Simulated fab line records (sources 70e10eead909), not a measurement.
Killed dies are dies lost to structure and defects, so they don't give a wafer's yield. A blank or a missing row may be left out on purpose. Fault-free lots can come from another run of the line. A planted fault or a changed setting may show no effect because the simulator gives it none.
Chamber matching -- flow nandHarc -- 3 sister chambers for NHARC_P_M0_DEP_32 on pecvd-01
The step deposits SiCN, target thk 30 nm. 6 wafers are shown with their chamber, then 8 later ones without.

EACH WAFER AND ITS CHAMBER
wafer,chamber,showerheadVppV (V),heaterPowerW (W)
L076.1,2,1288,543
L084.4,2,1258,529
L083.1,0,1306,584
L083.2,1,1379,607
L083.6,1,1377,616
L093.1,0,1284,519

WAFERS WHOSE CHAMBER IS MISSING
wafer,showerheadVppV (V),heaterPowerW (W)
L093.3,1396,564
L093.4,1293,516
L097.1,1385,529
L097.3,1280,577
L097.6,1315,594
L096.1,1374,622
L096.2,1325,505
L096.4,1319,521

CHAMBER TAKEN BY EACH
wafer,from the rows above,in truth
L093.3,1,1
L093.4,can't be placed: 0 or 2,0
L097.1,1,1
L097.3,can't be placed: 0 or 2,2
L097.6,can't be placed: 0 or 2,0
L096.1,1,1
L096.2,can't be placed: 0 or 2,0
L096.4,can't be placed: 0 or 2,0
3 of 8 placed correctly. Not placeable from these rows: 5 (in 5, the candidates include the true chamber). Placed wrongly: 0.
How it was worked out, from the rows above alone: a wafer's distance from a chamber is the root of the sum, over the readings, of the square of ((its reading less the chamber's mean) divided by the reading's scatter). The wafer belongs to the nearest chamber; if the next one is less than 2 further off, it can't be placed. For every chamber, the mean is computed from those of its wafers that are shown. The scatter is the square root of a quotient: the sum, over the shown wafers, of each reading's squared deviation from its chamber's mean, divided by wafers minus chambers.
